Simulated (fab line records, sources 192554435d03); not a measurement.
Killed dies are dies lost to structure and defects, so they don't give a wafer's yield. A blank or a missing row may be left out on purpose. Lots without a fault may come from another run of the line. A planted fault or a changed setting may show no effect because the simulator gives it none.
Split-lot experiment | flow n5_finfet | 7 lots, 21 wafers read, on a route of 1938 steps

THE SPLIT
At N5_BEOL_M1_DESCUM_33 (chemistry O2, time 7 s), the setting time_s was moved away from the recipe's 7 s on 7 of the 21 wafers read, by -21.0% to +20.3%. The other wafers ran this setting at the recipe's value.

FROM THE SPLIT TO THE READING: what the file shows between them, 3 steps
- N5_BEOL_M1_ETCH_77: etches underlayer in N2/H2, target depth 6.5 nm, time 5.2 s
- N5_BEOL_M1_ETCH_69: etches SiARC in CF4, target depth 15.6 nm, time 26 s
- N5_BEOL_M1_ALD_98: deposits SiO2, target thk 2.5 nm, pulse time 1 s, co reactant pulse time 1 s

THE READING
CAR-EUV_of_BEOL_M1_COAT_22.thk_nm (the simulator's own value, which no gauge read), in nm, at N5_BEOL_M1_ETCHBACK_99 (etches SiO2 in CHF3, target depth 5 nm, time 10.4 s). The file gives no usual value for it. The 14 wafers here that ran the recipe average 10.5 nm, standard deviation 0.1 nm.

wafer  | tool, chamber at the split | time_s as run, s | against the recipe | CAR-EUV_of_BEOL_M1_COAT_22.thk_nm, nm | against lot-mates on the recipe
L074.2 | rie_diel-06, 3             | 5.528            | -21.0%             | 11.2                                  | +0.6
L074.3 | rie_diel-06, 2             | 7                | recipe             | 10.6                                  | -
L074.6 | rie_diel-06, 2             | 5.528            | -21.0%             | 11.4                                  | +0.8
L076.1 | rie_diel-06, 1,0,1         | 7                | recipe             | 10.6                                  | -
L076.5 | rie_diel-06, 1,0,1         | 7                | recipe             | 10.6                                  | -
L076.4 | rie_diel-06, 1,0,1         | 7                | recipe             | 10.4                                  | -
L079.3 | rie_diel-01, 3,0           | 7                | recipe             | 10.6                                  | -
L079.4 | rie_diel-01, 3,0           | 7                | recipe             | 10.6                                  | -
L079.5 | rie_diel-01, 0             | 7                | recipe             | 10.4                                  | -
L087.3 | rie_diel-02, 2,1           | 7                | recipe             | 10.4                                  | -
L087.6 | rie_diel-02, 3             | 7                | recipe             | 10.4                                  | -
L087.4 | rie_diel-02, 2,1           | 7                | recipe             | 10.6                                  | -
L092.4 | rie_diel-01, 2             | 7                | recipe             | 10.4                                  | -
L092.5 | rie_diel-01, 3             | 7                | recipe             | 10.4                                  | -
L092.6 | rie_diel-01, 2             | 7                | recipe             | 10.4                                  | -
L094.4 | rie_diel-02, 3             | 5.693            | -18.7%             | 11                                    | +0.4
L094.5 | rie_diel-02, 0             | 5.693            | -18.7%             | 11.4                                  | +0.8
L094.6 | rie_diel-02, 1             | 7                | recipe             | 10.6                                  | -
L097.3 | rie_diel-02, 2,3           | 8.423            | +20.3%             | 9.8                                   | no lot-mate on the recipe
L097.5 | rie_diel-02, 2,3           | 8.423            | +20.3%             | 9.8                                   | no lot-mate on the recipe
L097.6 | rie_diel-02, 2             | 8.423            | +20.3%             | 9.6                                   | no lot-mate on the recipe
Where a row lists several chambers, the file gives one row for several wafers and doesn't say which wafer went through which chamber.

THE FIT
A straight line over all 21 wafers: CAR-EUV_of_BEOL_M1_COAT_22.thk_nm changes by -0.0378 nm for each +1% of time_s; r = -0.97; the points scatter about the line by 0.12 nm.
The same after taking each lot's own level away (the mean of its wafers on the recipe; 18 wafers): -0.0328 nm for each +1%; r = -0.94; scatter 0.11 nm.
On that fit, the largest move of time_s shifts the reading by 0.69 nm.
The lots' own levels span 10.40 to 10.60 nm, that is 2.0 times the standard deviation above.
So the lot-to-lot level changes the slope: the two fits differ.
Check: with one of the wafers moved furthest among these (-21.0%) left out of the fit, the line predicts +0.724 nm for it against its lot-mates. It came out at +0.6 nm against them.

THE WHOLE CHAIN: every reading that the file lists as answering this split, in the file's order
step                   | what it does                                                | reading                                                                            | change (the file's fit)                | r (the file's)
N5_BEOL_M1_DESCUM_33   | chemistry O2, time 7 s                                      | CAR-EUV_of_BEOL_M1_COAT_22.thk_nm (the simulator's own value, which no gauge read) | -0.0405 nm for each +1% of the setting | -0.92
N5_BEOL_M1_ETCH_77     | etches underlayer in N2/H2, target depth 6.5 nm, time 5.2 s | CAR-EUV_of_BEOL_M1_COAT_22.thk_nm (the simulator's own value, which no gauge read) | -0.0378 nm for each +1% of the setting | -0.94
N5_BEOL_M1_ETCHBACK_99 | etches SiO2 in CHF3, target depth 5 nm, time 10.4 s         | CAR-EUV_of_BEOL_M1_COAT_22.thk_nm (the simulator's own value, which no gauge read) | -0.0328 nm for each +1% of the setting | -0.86

THE FILE'S OWN FIT
CAR-EUV_of_BEOL_M1_COAT_22.thk_nm changes by -0.0328 nm for each +1% of time_s, r = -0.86.
